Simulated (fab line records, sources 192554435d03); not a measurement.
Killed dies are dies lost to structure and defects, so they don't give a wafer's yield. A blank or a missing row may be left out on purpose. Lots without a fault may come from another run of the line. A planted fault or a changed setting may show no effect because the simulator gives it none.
Chamber matching | flow n5_finfet | N5_BEOL_M2_ETCH_74 on rie_diel-06: 4 sister chambers
The step etches underlayer in N2/H2, target depth 6.5 nm, time 5.2 s. 4 wafers are shown with their chamber, then 8 later ones without.

WAFERS WITH THEIR CHAMBER
wafer  | chamber | throttle_valve_pct (%)
L091.6 | 1       | 17.79
L090.5 | 3       | 18.16
L090.6 | 0       | 17.92
L092.1 | 2       | 17.83

WAFERS WITHOUT THEIR CHAMBER
wafer  | throttle_valve_pct (%)
L092.4 | 17.81
L092.6 | 17.93
L093.3 | 17.73
L093.4 | 17.95
L093.6 | 17.71
L095.1 | 17.81
L095.2 | 17.74
L095.4 | 17.94

WHICH CHAMBER EACH WENT THROUGH
wafer  | from the rows above     | in truth
L092.4 | can't be placed: 1 or 2 | 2
L092.6 | 0                       | 0
L093.3 | can't be placed: 1 or 2 | 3
L093.4 | 0                       | 0
L093.6 | can't be placed: 1 or 2 | 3
L095.1 | can't be placed: 1 or 2 | 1
L095.2 | can't be placed: 1 or 2 | 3
L095.4 | 0                       | 0
Placed correctly: 3 of 8. Can't be placed from these rows: 5 (the true chamber is among the candidates in 2). Placed wrongly: 0.
How it was worked out, from the rows above alone: a wafer's distance from a chamber is the root of the sum, over the readings, of the square of ((its reading less the chamber's mean) divided by the reading's scatter). The wafer belongs to the nearest chamber; if the next one is less than 2 further off, it can't be placed. A chamber's mean is the mean of its shown wafers. The scatter: with one shown wafer a chamber, the root of the mean of the squares of how far each hidden wafer lies from its nearest shown one.
